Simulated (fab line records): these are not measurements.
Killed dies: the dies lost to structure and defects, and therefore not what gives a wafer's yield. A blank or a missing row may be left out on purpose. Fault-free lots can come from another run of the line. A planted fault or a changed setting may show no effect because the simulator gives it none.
Struck lot and sound lot, side by side / flow n5Finfet / 15 out of 1938 route steps
Sound: these wafers, L433.2, L433.5, L433.6. Wafers struck: L439.2, L439.3, L439.4. At the end, the cause is stated.
At each step with rows: each side's tool, then ch and its chambers, then its first start. Under that, the readings that differ: sound wafers / struck wafers / difference of the means / sigmas: that difference in standard deviations of wafers without a fault.
alike: a reading whose means differ by less than 2 such deviations, as well as words and numbers matching on both sides. not compared: withheld readings; readings where some wafer has no value; bounds like >300 that might hide an equal value; numbers whose values overlap and for which the record gives no deviation.
Wherever a step has rows on one side only, a row that says differs or no value, or a row with sigmas, the two part there. Non-overlapping numbers with no deviation appear without sigmas and do not part them. A reading missing from all wafers of one side parts the sides only when that side holds two or more wafers.

first, 2 steps without rows for these wafers: N5_BEOL_M5_SPUTTER_83 (material Cu, target thk 15 nm, time 27.62 s); N5_BEOL_M5_ANNEAL_84 (time 1800 s).
N5_BEOL_M5_SPUTTER_88: material Cu, target thk 15 nm, time 27.62 s.
  struck on pvdSputter-02, day 10 20:14; sound on pvdSputter-01, day 9 02:24
  alike: susceptorTempC, throttleValvePct
then, 1 step without rows for these wafers: N5_BEOL_M5_ANNEAL_89 (time 1800 s).
N5_BEOL_M5_SPUTTER_90: material Cu, target thk 4.5 nm, time 8.29 s.
  struck on pvdSputter-02, day 10 21:19; sound on pvdSputter-01, day 9 03:29
  alike: susceptorTempC, throttleValvePct
then, 2 steps without rows for these wafers: N5_BEOL_M5_ECD_50 (material Cu, target thk 300 nm); N5_BEOL_M5_ANNEAL_51 (time 90 s).
N5_BEOL_M5_CMP_52: polishes, stops on SiCOH lowk, t overpolish 6.9 s, target thk 62 nm.
  sound on cmp-04 ch 0,1,3, day 9 04:36; struck on cmp-02 ch 0,2,3, day 10 21:53
  alike: barrierFieldEndpointS, motorCurrentA, overpolishRunS, platenRpm, timeToEndpointS
N5_BEOL_M5_THK_MEAS_53: measures by xrf.
  struck on filmMetro-01, day 10 22:10; sound on filmMetro-02, day 9 04:47
  alike: M5_THK
N5_BEOL_M5_PRE_CLEAN_77: time 15 s.
  sound on cvdCo-02 ch 0,2, day 9 04:49; struck on cvdCo-01 ch 0,2, day 10 22:13
  alike: heaterPowerW
  not compared: susceptorTempC
N5_BEOL_M5_CO_CAP_78: material Co, precursor CCTBA/H2, target thk 2 nm, time 102.1 s.
  sound on cvdCo-02 ch 0,2, day 9 04:52; struck on cvdCo-01 ch 0,2, day 10 22:15
  alike: heaterPowerW, susceptorTempC
then, 1 step without rows for these wafers: N5_BEOL_M5_PRE_CLEAN_55 (time 15 s).
N5_BEOL_M5_DEP_56: deposits SiCN from 3MS/NH3, target thk 8 nm, time 14 s.
  sound on pecvd-04 ch 0,1, day 9 04:59; struck on pecvd-04 ch 0,1, day 10 22:22
reading=model.SiCN_of_BEOL_M5_DEP_56.thkNm (nm); sound=8 8.4 8.2; struck=5.8 5.8 6; difference=-2.3; sigmas=
  alike: showerheadPlenumPTorr, showerheadVppV, throttleValvePct
N5_BEOL_M5_RS_MEAS_57: uses a four-point probe to measure.
  struck on filmMetro-01, day 10 22:27; sound on filmMetro-01, day 9 05:02
  alike: M5_RS
then, 1 step without rows for these wafers: N5_PASSIVATION_PROBE_49.

WHERE THEY PART
Nowhere in this record.

WHY: whatever the simulator had introduced
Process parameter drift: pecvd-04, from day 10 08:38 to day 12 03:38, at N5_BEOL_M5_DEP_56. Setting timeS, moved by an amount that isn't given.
